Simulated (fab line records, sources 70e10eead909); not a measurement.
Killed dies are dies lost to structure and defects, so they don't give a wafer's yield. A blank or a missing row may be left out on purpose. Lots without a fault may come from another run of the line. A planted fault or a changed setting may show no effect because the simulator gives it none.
Problem report in the 8D (eight disciplines) form, filled by code | flow nand_harc | the parts of the form that need people (team, actions taken, sign-off) are left out

1. THE PROBLEM
oes_product_au at NHARC_A_CHANNEL_HOLE_D1_ETCH_39 reads a mean of 0.873 a.u. on 4 wafers of 3 lots; wafers without a fault read 0.997 a.u. with a standard deviation of 0.012. That is -10 standard deviations from the usual mean.
The step: etches the open film in N2/H2, target depth 260 nm, time 325 s.
First seen on wafer L297.2, day 12 10:15, on rie_diel-05. The record holds 39 wafers of 13 lots with a number at this step. Rule for "out", or "out of limits": more than 4 standard deviations from the usual mean. The other wafers with a number count as sound.

2. WHAT IT IS AND WHAT IT IS NOT
question                    | is                             | is not
which readings at this step | oes_product_au                 | drypump_motor_current_A, rf_vpp_V, showerhead_plenum_p_Torr, throttle_valve_pct
which lots                  | L297, L298, L299               | L289, L290, L292, L293, L294, L307, L308, L309, L310, L311
which wafers of those lots  | L297.2, L297.6, L298.4, L299.1 | L297.1, L298.2, L298.3, L299.2, L299.4
read on which tools         | rie_diel-05                    | rie_diel-09, rie_diel-12
when                        | from day 12 10:15              | up to then (16 sound wafers); but 19 sound wafers of L298, L299, L307, L308, L309, L310, L311 came after

3. SUSPECTS, AND WHAT RULES EACH OUT
Counting: a tool at a process step up to the reading stays a suspect if it ran every lot that is out. Sound lots after the first of them don't rule it out here, since some wafers of a struck lot are sound.
- rie_diel-05 at NHARC_A_CHANNEL_HOLE_D1_ETCH_39 (etches the open film in N2/H2, target depth 260 nm, time 325 s): kept. It ran every lot that is out, first L297 (day 12 10:15); its last sound lot up to then is L293 (day 10 12:07). Its own readings are out on those wafers: oes_product_au.
- Within rie_diel-05 at NHARC_A_CHANNEL_HOLE_D1_ETCH_39: the wafers that are out ran in chamber 0; their sound lot-mates ran in chambers 1, 2, 3.
Left after counting: rie_diel-05 at NHARC_A_CHANNEL_HOLE_D1_ETCH_39.

4. THE CAUSE (what the simulator had put in)
Process parameter drift: rie_diel-05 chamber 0, from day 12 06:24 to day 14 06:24, at NHARC_A_CHANNEL_HOLE_D1_ETCH_39. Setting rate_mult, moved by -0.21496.
Counting left only this tool.

5. THE CHAIN OF EFFECTS, in route order
Each row: a reading whose mean over the struck wafers that have a number lies more than 3 standard deviations from the usual. Only readings for which the record gives a usual standard deviation are gone through. hours: the time from each lot's start at the first step in this table that gives one to its start at this step, as a median over the lots. sigmas: the change in usual standard deviations.
hours | step                            | reading        | usual      | on struck wafers | change | sigmas
0     | NHARC_A_CHANNEL_HOLE_D1_ETCH_39 | oes_product_au | 0.997 a.u. | 0.873            | -0.124 | -10
The process steps in it:
- NHARC_A_CHANNEL_HOLE_D1_ETCH_39: etches the open film in N2/H2, target depth 260 nm, time 325 s.
Later measuring or inspecting steps at which every struck wafer that the step has a row for has a number for every such reading, and none has moved that far: NHARC_END_SORT_01.

6. WHAT WOULD HAVE CAUGHT IT SOONER
In this record the first reading out of limits was taken at day 12 10:15, 4 hours after the fault began at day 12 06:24.
